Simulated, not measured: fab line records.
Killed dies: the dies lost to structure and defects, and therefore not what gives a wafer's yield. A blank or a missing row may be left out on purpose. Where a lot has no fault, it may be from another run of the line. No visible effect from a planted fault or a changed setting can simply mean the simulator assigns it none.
fab line records | flow nandHarc
record: lots: 12 wafers: 36 lastDay: 33
route steps=1302 shown A_CHANNEL_HOLE_D2@599 A_CHANNEL_FILL_D2@633 END@1302
lots that met no fault: from a run of the same line without faults
startH: start of the lot's first displayed wafer, in hours after the record's first day | waitH: time in hours since the lot's previous step | " as in the row above | L1.1+2: several wafers, shown together as one row | - no value, or no start was given | * or withheld: withheld | < > ~ a bound
route shown NAME@n: a module of which the file shows steps, and the number in the route of the first | usual: mean/standard deviation of fault-free wafers | same: alike in all rows | chamber/n: place in a boat | sites: the reading at each site | _std_site: standard deviation of those values | _edge_site: inner sites' mean taken away from outer sites' mean | radiusMm: for every site, how far away it sits from the centre of the wafer | mask NAME#n: copy n | behind: tool/chamber where the wafer was last shaped | hold: reason for holding the lot/hours on hold/outcome of the hold | device: the transistor (n, p or np) that didn't switch | end of line: tests of these same wafers at the route's end | a step given without rows: its recipe and nothing more | killed: count of dies lost to structure and defects at first sort (not the wafer's yield) | map: shows each die of a wafer: x if killed, . if not, _ if none is there
set.NAME: the setting that was run; set.NAME@STEP: the one run at that earlier step | model.NAME: the simulator's own value behind a step, which no gauge read
steps of the route over a sample of lots; a table a step, a row a wafer
services: from which hour (startH, from the record's first day; less than 0 if before it) a tool's chamber was out of use, for how many hours, and why
== steps ==
step: NHARC_A_CHANNEL_HOLE_D2_ETCH_27
recipe: biasV: 400 sourceW: 2000 pressureMtorr: 25 timeS: 90 arFlowSccm: 375 c4f8FlowSccm: 41.7 o2FlowSccm: 83.3 tempC: -20 targetDepthA: 4000 chemistry: C4F8/O2/Ar
usual: drypumpMotorCurrentA: 6.0/0.64 showerheadPlenumPTorr: 3.71/0.14 throttleValvePct: 27.619/0.0096
columns lot.wafer tool chamber startH waitH drypumpMotorCurrentA rfHoursCounterH showerheadPlenumPTorr throttleValvePct
L240.1 harEtch-02 0 287.30 0.2 6.4 363 3.69 27.617
L240.3 " 1 " " 6.4 - 3.47 27.623
L240.5 " 0 " " 6.4 - 3.69 27.634
L241.2 harEtch-01 1 302.13 0.2 4.9 148 3.71 27.606
L241.4 " 1 " " 4.8 - 3.71 27.605
L241.5 " 1 " " 4.8 - 3.71 27.616
L242.4 harEtch-02 1 308.23 0.2 6.4 - 3.46 27.619
L242.6 " 1 " " 6.4 - 3.46 27.602
L242.5 " 0 " " 6.4 - 3.68 27.600
L243.2 harEtch-01 1 327.30 0.2 4.8 163 3.70 27.624
L243.3 " 0 " " 6.3 - 3.73 27.614
L243.6 " 0 " " 6.3 - 3.73 27.630
L245.2 harEtch-02 1 348.76 0.2 6.4 398 3.45 27.622
L245.1 " 0 " " 6.4 398 3.67 27.637
L245.4 " 1 " " 6.4 - 3.45 27.623
L246.3 harEtch-01 1 349.66 0.2 4.9 - 3.69 27.608
L246.5 " 1 " " 4.9 - 3.69 27.614
L246.6 " 0 " " 6.3 - 3.72 27.606
L247.1 harEtch-02 1 363.78 0.2 6.4 405 3.45 27.607
L247.4 " 1 " " 6.4 - 3.45 27.626
L247.6 " 0 " " 6.4 - 3.67 27.614
L255.2 harEtch-02 0 456.01 0.2 6.4 38 3.64 27.628
L255.1 " 1 " " 6.4 38 3.96 27.608
L255.4 " 1 " " 6.3 - 3.96 27.610
L256.2 harEtch-01 1 458.21 0.2 4.8 236 3.66 27.602
L256.3 " 1 " " 4.8 - 3.66 27.626
L256.5 " 1 " " 4.8 - 3.66 27.616
L258.2 harEtch-02 1 472.29 0.2 6.4 54 3.95 27.616
L258.3 " 0 " " 6.4 - 3.63 27.616
L258.5 " 1 " " 6.4 - 3.95 27.614
L261.1 harEtch-01 0 518.75 0.2 6.3 274 3.67 27.615
L261.3 " 0 " " 6.3 - 3.67 27.613
L261.6 " 1 " " 4.9 - 3.64 27.618
L263.1 harEtch-01 0 528.28 0.2 6.3 278 3.67 27.616
L263.2 " 1 " " 4.8 278 3.64 27.632
L263.4 " 1 " " 4.9 - 3.64 27.613
step: NHARC_A_CHANNEL_HOLE_D2_STRIP_28
recipe: o2FlowSccm: 500 arFlowSccm: 0 biasW: 0 chemistry: O2
usual: drypumpMotorCurrentA: 5.9/0.44 oesProductAu: 0.998/0.01 rfVppV: 57.9/0.86 showerheadPlenumPTorr: 3.54/0.12 throttleValvePct: 17.036/0.0092
columns lot.wafer tool chamber startH waitH drypumpMotorCurrentA oesProductAu rfHoursCounterH rfVppV showerheadPlenumPTorr throttleValvePct
L240.1 rieDiel-07 3 - - 5.5 0.998 9 57.0 3.59 17.037
L240.3 " 0 " " 6.7 0.978 10 57.3 3.70 17.031
L240.5 " 3 " " 5.5 0.996 - 59.2 3.59 17.046
L241.2 rieDiel-03 3 - - 5.7 0.997 0 57.1 3.55 17.030
L241.4 " 3 " " 5.7 1.005 - 59.2 3.55 17.031
L241.5 " 1 " " 5.7 0.984 - 57.5 3.41 17.037
L242.4 rieDiel-09 1 - - 5.3 0.994 10 58.5 3.47 17.050
L242.5 " 3 " " 5.8 1.003 - 57.8 3.50 17.032
L242.6 " 0 " " 5.9 1.001 - 56.2 3.70 17.034
L243.2 rieDiel-03 1 - - 5.8 0.990 2 57.8 3.41 17.033
L243.3 " 3 " " 5.7 1.002 3 58.0 3.55 17.038
L243.6 " 2 " " 6.2 1.003 - 57.5 3.37 17.031
L245.1 rieDiel-03 1 - - 5.8 0.995 3 58.3 3.41 17.054
L245.2 " 2 " " 6.2 0.999 3 58.3 3.37 17.043
L245.4 " 3 " " 5.7 1.004 4 57.9 3.55 17.043
L246.3 rieDiel-07 0 - - 6.7 0.991 3 57.8 3.70 17.040
L246.5 " 0 " " 6.8 0.996 - 57.0 3.70 17.056
L246.6 " 3 " " 5.5 1.013 - 58.7 3.58 17.045
L247.4 rieDiel-07 1 - - 6.2 1.013 3 58.6 3.42 17.057
L247.1 " 2 " " 5.0 0.996 4 59.2 3.73 17.039
L247.6 " 1 " " 6.2 1.007 - 56.7 3.42 17.040
L255.4 rieDiel-07 3 - - 5.5 0.996 9 58.1 3.58 17.037
L255.1 " 0 " " 6.7 0.979 9 58.8 3.70 17.030
L255.2 " 1 " " 6.2 0.991 7 58.0 3.42 17.044
L256.3 rieDiel-07 3 - - 5.5 1.003 9 57.2 3.58 17.025
L256.2 " 1 " " 6.2 0.988 8 58.1 3.42 17.043
L256.5 " 3 " " 5.5 1.008 - 58.8 3.58 17.043
L258.2 rieDiel-09 2 - - 6.1 1.003 8 58.2 3.61 17.046
L258.3 " 1 " " 5.3 1.000 10 60.0 3.46 17.051
L258.5 " 3 " " 5.8 1.016 - 58.2 3.49 17.024
L261.3 rieDiel-09 0 - - 5.9 0.997 1 58.2 3.70 17.038
L261.1 " 1 " " 5.3 1.003 1 57.5 3.46 17.022
L261.6 " 1 " " 5.3 1.004 - 57.4 3.46 17.035
L263.1 rieDiel-03 3 - - 5.7 0.969 4 56.9 3.54 17.037
L263.4 " 0 " " 5.8 0.975 5 57.5 3.41 17.017
L263.2 " 1 " " 5.7 0.989 5 58.1 3.40 17.026
step: NHARC_A_CHANNEL_FILL_D2_CMP_10
recipe: targetThkNm: 150
usual: edgeZonePressureFrac: 0.999/0.0049 motorCurrentA: 12.1/1.1 timeToEndpointS: 14.3/2.3
columns lot.wafer tool chamber startH waitH edgeZonePressureFrac motorCurrentA timeToEndpointS
L240.3 cmp-02 3 338.06 0.4 1.008 10.8 15.1
L240.1 " 0 " " 0.992 11.2 16.4
L240.5 " 2 " " 0.995 13.1 17.4
L241.2 cmp-02 1 352.22 0.4 0.992 10.6 15.5
L241.4 " 2 " " 1.000 12.7 14.6
L241.5 " 3 " " 1.000 10.7 13.2
L242.4 cmp-02 3 359.30 0.4 0.991 12.0 16.3
L242.6 " 3 " " 0.997 11.1 15.5
L242.5 " 0 " " 1.003 10.6 15.4
L243.2 cmp-04 2 376.85 0.4 1.000 10.8 9.2
L243.3 " 3 " " 0.995 11.9 9.9
L243.6 " 1 " " 1.003 13.0 13.7
L245.2 cmp-02 1 398.49 0.4 0.993 10.3 11.6
L245.4 " 2 " " 0.992 12.6 15.4
L245.1 " 0 " " 0.993 10.6 11.8
L246.3 cmp-01 3 398.57 0.4 0.997 13.1 13.3
L246.6 " 0 " " 1.004 13.4 11.3
L246.5 " 1 " " 0.999 12.0 12.2
L247.4 cmp-04 0 414.09 0.4 0.997 13.5 17.6
L247.1 " 3 " " 1.001 11.4 11.7
L247.6 " 1 " " 1.004 12.9 11.9
L255.4 cmp-01 0 505.94 0.4 1.002 13.5 15.3
L255.2 " 2 " " 1.005 13.6 12.6
L255.1 " 3 " " 0.997 12.1 14.9
L256.3 cmp-04 2 505.94 0.4 1.001 10.1 15.6
L256.2 " 3 " " 0.994 10.8 17.5
L256.5 " 2 " " 0.996 11.3 15.9
L258.2 cmp-01 1 519.27 0.4 0.992 11.8 14.3
L258.3 " 2 " " 0.995 13.9 10.7
L258.5 " 1 " " 0.993 11.7 13.2
L261.3 cmp-04 3 567.52 0.4 1.002 11.2 16.1
L261.1 " 1 " " 0.997 13.5 12.8
L261.6 " 3 " " 0.997 11.6 15.1
L263.2 cmp-01 2 577.35 0.5 1.005 14.4 11.9
L263.1 " 3 " " 0.992 11.8 16.8
L263.4 " 1 " " 1.005 12.1 14.0
step: NHARC_A_CHANNEL_FILL_D2_RTA_24
recipe: tempC: 1000 timeS: 5
usual: lampPowerPct: 29.4/2.2 lamp_zone_1_pct: 29.4/2.2 lamp_zone_5_pct: 29.4/2.2 wafer_temp_C_max: 1005.4/1.1
columns lot.wafer tool chamber startH waitH lampPowerPct lamp_zone_1_pct lamp_zone_5_pct wafer_temp_C_max
L240.1 rtpAnneal-01 0 338.43 0.0 27.4 27.3 27.3 1005.0
L240.3 " 0 " " 27.4 27.4 27.4 1003.9
L240.5 " 0 " " 27.3 27.3 27.4 1004.3
L241.2 rtpAnneal-02 0 352.62 0.1 31.8 31.7 31.8 1006.7
L241.4 " 0 " " 31.7 31.8 31.7 1006.2
L241.5 " 0 " " 31.8 31.7 31.8 1007.9
L242.4 rtpAnneal-01 0 359.80 0.1 27.3 27.4 27.4 1003.8
L242.5 " 0 " " 27.4 27.3 27.3 1004.3
L242.6 " 0 " " 27.4 27.4 27.4 1003.8
L243.2 rtpAnneal-02 0 381.81 0.1 31.7 31.8 31.8 1005.8
L243.3 " 0 " " 31.7 31.7 31.8 1004.6
L243.6 " 0 " " 31.8 31.7 31.8 1006.1
L245.1 rtpAnneal-01 0 398.91 0.0 27.3 27.4 27.4 1004.8
L245.2 " 0 " " 27.4 27.4 27.3 1004.6
L245.4 " 0 " " 27.4 27.4 27.4 1004.1
L246.3 rtpAnneal-02 0 398.97 0.1 31.7 31.8 31.8 1004.9
L246.5 " 0 " " 31.8 31.7 31.7 1007.0
L246.6 " 0 " " 31.7 31.7 31.7 1004.7
L246.3 rtpAnneal-02 0 399.34 0.3 31.7 31.7 31.7 1005.2
L246.5 " 0 " " 31.7 31.7 31.8 1004.5
L246.6 " 0 " " 31.8 31.7 31.7 1005.2
L247.1 rtpAnneal-02 0 414.50 0.0 31.7 31.7 31.8 1007.6
L247.4 " 0 " " 31.7 31.7 31.7 1003.8
L247.6 " 0 " " 31.7 31.7 31.7 1004.0
L255.1 rtpAnneal-02 0 506.38 0.0 31.7 31.7 31.7 1008.0
L255.2 " 0 " " 31.7 31.7 31.8 1006.2
L255.4 " 0 " " 31.7 31.7 31.7 1004.7
L256.2 rtpAnneal-01 0 506.39 0.1 27.4 27.4 27.3 1005.2
L256.3 " 0 " " 27.4 27.4 27.4 1006.7
L256.5 " 0 " " 27.4 27.4 27.3 1004.9
L256.2 rtpAnneal-01 0 506.78 0.4 27.4 27.4 27.4 1004.1
L256.3 " 0 " " 27.3 27.4 27.4 1005.7
L256.5 " 0 " " 27.4 27.4 27.4 1006.2
L258.2 rtpAnneal-02 0 519.72 0.1 31.7 31.7 31.7 1006.0
L258.3 " 0 " " 31.8 31.8 31.8 1005.8
L258.5 " 0 " " 31.7 31.7 31.7 1006.4
L261.1 rtpAnneal-01 0 567.93 0.0 27.4 27.4 27.4 1006.7
L261.3 " 0 " " 27.3 27.3 27.4 1004.1
L261.6 " 0 " " 27.4 27.4 27.4 1005.6
L263.1 rtpAnneal-01 0 577.82 0.1 27.4 27.4 27.4 1004.7
L263.2 " 0 " " 27.3 27.4 27.4 1004.6
L263.4 " 0 " " 27.4 27.4 27.4 1005.1
step: NHARC_END_SORT_01
recipe: tempC: 25
usual: killedAtArray: 53/21 killedAtOther: 0.8/1.1 killedAtPeriphery: 4.2/2.7 killedDies: 58/22 killedOpen: 3.4/1.9 killedShort: 2.5/1.6
same: grossDies: 677
columns lot.wafer tool chamber startH waitH killedAtArray killedAtOther killedAtPeriphery killedDies killedOpen killedShort
L247.1 prober-02 0 621.13 2.5 82 1 2 85 6 6
L247.4 prober-02 0 623.49 3.4 83 0 1 84 3 6
L247.6 prober-02 0 625.07 3.9 81 0 6 87 6 8
killed by level:class
L247.1 A_CHANNEL_HOLE_D1:chamberFilmFlake=33 A_CHANNEL_HOLE_D2:chamberFilmFlake=18 A_STAIRCASE:chamberFilmFlake=12 A_CONTACT:chamberFilmFlake=9 P_M0:geometricParticle:open=2 A_DECK1_JOINT:geometricParticle:open=2 A_ONON_D2:geometricParticle:short=2 A_ONON_D1:geometricParticle:short=1
L247.4 A_CHANNEL_HOLE_D1:chamberFilmFlake=30 A_CHANNEL_HOLE_D2:chamberFilmFlake=28 A_STAIRCASE:chamberFilmFlake=8 A_CONTACT:chamberFilmFlake=6 A_SGD_CUT:geometricParticle:short=2 A_CHANNEL_FILL_D2:chamberFilmFlake=2 P_CONTACT:geometricParticle:open=1 A_CHANNEL_FILL_D1:geometricParticle:short=1
L247.6 A_CHANNEL_HOLE_D2:chamberFilmFlake=31 A_CHANNEL_HOLE_D1:chamberFilmFlake=28 A_CONTACT:chamberFilmFlake=7 A_STAIRCASE:chamberFilmFlake=5 P_M1:geometricParticle:open=2 A_CHANNEL_FILL_D2:geometricParticle:short=2 P_STI:geometricParticle:short=1 P_CONTACT:geometricParticle:open=1
== services ==
columns tool chamber startH hours kind
cmp-02 - 278.06 2.8 repair
rieDiel-03 - 281.30 9.0 pm
cmp-04 - 282.05 4.0 pm
cmp-01 - 282.59 2.9 repair
cmp-02 - 288.90 2.6 repair
rieDiel-07 - 294.20 9.0 pm
rieDiel-07 0 304.44 9.0 repair
rieDiel-03 2 333.34 7.8 repair
rieDiel-07 2 339.38 4.8 repair
rieDiel-07 1 341.13 14.0 repair
rieDiel-03 2 371.91 2.6 repair
rtpAnneal-01 - 372.00 12.0 pm
rieDiel-07 3 375.34 13.3 repair
harEtch-02 - 377.00 17.0 pm
cmp-01 - 377.19 1.2 repair
cmp-02 - 378.84 4.0 pm
cmp-04 - 380.05 4.0 pm
cmp-01 - 383.45 4.0 pm
cmp-02 - 423.70 1.0 repair
cmp-04 - 445.41 0.9 repair
rieDiel-03 - 458.30 9.0 pm
rieDiel-07 - 471.20 9.0 pm
cmp-02 - 474.16 2.7 repair
cmp-02 - 476.89 4.0 pm
== key ==
firstSign: step: NHARC_A_CHANNEL_FILL_D2_RTA_24 reading: visit direction: added
effect none on later readings
metAt NHARC_A_CHANNEL_FILL_D2_RTA_24
struckLots L246,L256
testerLeftOut L246,L256
notActingAt NHARC_A_CHANNEL_HOLE_D2_ETCH_27,NHARC_A_CHANNEL_HOLE_D2_STRIP_28,NHARC_A_CHANNEL_FILL_D2_CMP_10
fault: kind: repeatedStepWhole tool: rtpAnneal-01,rtpAnneal-02 chamber: - onsetH: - steps: NHARC_A_CHANNEL_FILL_D2_RTA_24 times: 1 scope: struckLotsOnly
testerLeftOut: of these lots the tester's yield and bins aren't shown, on N5 and GAA mostly nor the transistor test; their killed dies are dies lost to structure and defects alone, not to doping, threshold or leakage, so they don't give the yield
